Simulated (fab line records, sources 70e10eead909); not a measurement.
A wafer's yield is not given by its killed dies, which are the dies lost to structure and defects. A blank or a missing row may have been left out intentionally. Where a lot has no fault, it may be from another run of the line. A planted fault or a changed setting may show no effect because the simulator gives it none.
A struck lot beside a sound one | flow nandHarc | 39 steps out of a route of 1159
Sound: these wafers, L177.1, L177.2, L177.6. The struck wafers were L191.1, L191.3, L191.6. Last of all comes the cause.
Each step with rows lists, per side, the tool, then ch with its chambers, then its first start. Under that, the readings that differ: sound wafers | struck wafers | difference of the means | sigmas: that difference in standard deviations of wafers without a fault.
alike: same words and numbers on both sides, and readings whose means sit less than 2 such deviations apart. not compared: any withheld reading, any reading some wafer has no value for, any bound like >300 that may hide the same value, and any number with overlapping values for which the record gives no deviation.
The two part at a step that has a row with sigmas, a row that says differs or no value, or rows on one side only. Non-overlapping numbers with no deviation appear without sigmas and do not part them. A reading that every wafer of one side lacks parts them only if that side has two wafers or more.

first, 8 steps without rows for these wafers: NHARC_A_STAIRCASE_EBR_05; NHARC_A_STAIRCASE_EXPOSE_06 (exposes mask STAIR); NHARC_A_STAIRCASE_PEB_07 (peb time 130 s); NHARC_A_STAIRCASE_DEVELOP_08 (time 140 s); NHARC_A_STAIRCASE_HARDBAKE_10 (time 140 s); NHARC_A_STAIRCASE_DESCUM_11 (chemistry O2, time 3 s); NHARC_A_STAIRCASE_TRIM_12 (chemistry O2, time 211.2 s); NHARC_A_STAIRCASE_ETCH_13 (etches the open film in C4F8/O2, target depth 100 nm, time 40.5 s).
NHARC_A_STAIRCASE_TRIM_14: chemistry O2, time 211.2 s.
  sound on rieDiel-02 ch 0,1; struck on rieDiel-12 ch 0,2
  alike: drypumpMotorCurrentA, mfcArSccm, oesProductAu, rfVppV, showerheadPlenumPTorr, throttleValvePct
  not compared: rfHoursCounterH
NHARC_A_STAIRCASE_ETCH_15: etches the open film in C4F8/O2, target depth 100 nm, time 40.5 s.
  sound on rieDiel-02 ch 0,1,2; struck on rieDiel-12 ch 2,3
reading             | sound             | struck            | difference | sigmas
oesProductAu (a.u.) | 0.936 0.935 0.936 | 0.927 0.985 0.994 | +0.033     | +3
  alike: rfVppV
  not compared: rfHoursCounterH
then, 1 step without rows for these wafers: NHARC_A_STAIRCASE_TRIM_16 (chemistry O2, time 211.2 s).
NHARC_A_STAIRCASE_ETCH_17: etches the open film in C4F8/O2, target depth 100 nm, time 40.5 s.
  sound on rieDiel-02 ch 0,1,2, day 11 07:52; struck on rieDiel-12 ch 0,2, day 14 09:31
  alike: oesProductAu, rfVppV
  not compared: rfHoursCounterH
NHARC_A_STAIRCASE_TRIM_18: chemistry O2, time 211.2 s.
  sound on rieDiel-02 ch 1,2; struck on rieDiel-12 ch 0,2,3
  alike: drypumpMotorCurrentA, mfcArSccm, oesProductAu, rfVppV, showerheadPlenumPTorr, throttleValvePct
  not compared: rfHoursCounterH
then, 7 steps without rows for these wafers: NHARC_A_STAIRCASE_ETCH_19 (etches the open film in C4F8/O2, target depth 100 nm, time 40.5 s); NHARC_A_STAIRCASE_TRIM_20 (chemistry O2, time 211.2 s); NHARC_A_STAIRCASE_ETCH_21 (etches the open film in C4F8/O2, target depth 100 nm, time 40.5 s); NHARC_A_STAIRCASE_TRIM_22 (chemistry O2, time 211.2 s); NHARC_A_STAIRCASE_ETCH_23 (etches the open film in C4F8/O2, target depth 100 nm, time 40.5 s); NHARC_A_STAIRCASE_TRIM_24 (chemistry O2, time 211.2 s); NHARC_A_STAIRCASE_ETCH_25 (etches the open film in C4F8/O2, target depth 100 nm, time 40.5 s).
NHARC_A_STAIRCASE_TRIM_26: chemistry O2, time 211.2 s.
  sound on rieDiel-12 ch 0,2,3; struck on rieDiel-12 ch 0,2,3
  alike: drypumpMotorCurrentA, mfcArSccm, oesProductAu, rfVppV, showerheadPlenumPTorr, throttleValvePct
  not compared: rfHoursCounterH
NHARC_A_STAIRCASE_ETCH_27: etches the open film in C4F8/O2, target depth 100 nm, time 40.5 s.
  sound on rieDiel-12 ch 0,2,3; struck on rieDiel-12 ch 0,1,2
  alike: oesProductAu, rfVppV
  not compared: rfHoursCounterH
then, 16 steps without rows for these wafers: NHARC_A_STAIRCASE_STRIP_175 (strips in O2); NHARC_A_STAIRCASE_STRIP_148 (strips in SPM, time 900 s); NHARC_A_STAIRCASE_PRECLEAN_149 (cleans in SC1); NHARC_A_STAIRCASE_SRD_150; NHARC_A_STAIRCASE_DEHYDRATE_176 (time 120 s); NHARC_A_STAIRCASE_HMDS_177 (time 30 s); NHARC_A_STAIRCASE_COAT_178; NHARC_A_STAIRCASE_SOFTBAKE_179 (time 170 s); NHARC_A_STAIRCASE_EBR_180; NHARC_A_STAIRCASE_EXPOSE_181 (exposes mask STAIR 2); NHARC_A_STAIRCASE_PEB_182 (peb time 130 s); NHARC_A_STAIRCASE_DEVELOP_183 (time 140 s); NHARC_A_STAIRCASE_HARDBAKE_185 (time 140 s); NHARC_A_STAIRCASE_DESCUM_186 (chemistry O2, time 3 s); NHARC_A_STAIRCASE_TRIM_187 (chemistry O2, time 211.2 s); NHARC_A_STAIRCASE_ETCH_188 (etches the open film in C4F8/O2, target depth 100 nm, time 40.5 s).
-- jump in the record: it breaks off in module A_STAIRCASE and resumes in module END (first step shown: number 1159 of the route), and 8 days separate the struck wafers' starts before and after --
NHARC_END_SORT_01:
  only the struck wafers appear in the record here, on prober-02 ch 0 at day 22 17:39; the sound ones have no rows

WHERE THEY PART
At NHARC_A_STAIRCASE_ETCH_15 first; at NHARC_END_SORT_01 last (within this record only).

WHY: whatever the simulator had introduced
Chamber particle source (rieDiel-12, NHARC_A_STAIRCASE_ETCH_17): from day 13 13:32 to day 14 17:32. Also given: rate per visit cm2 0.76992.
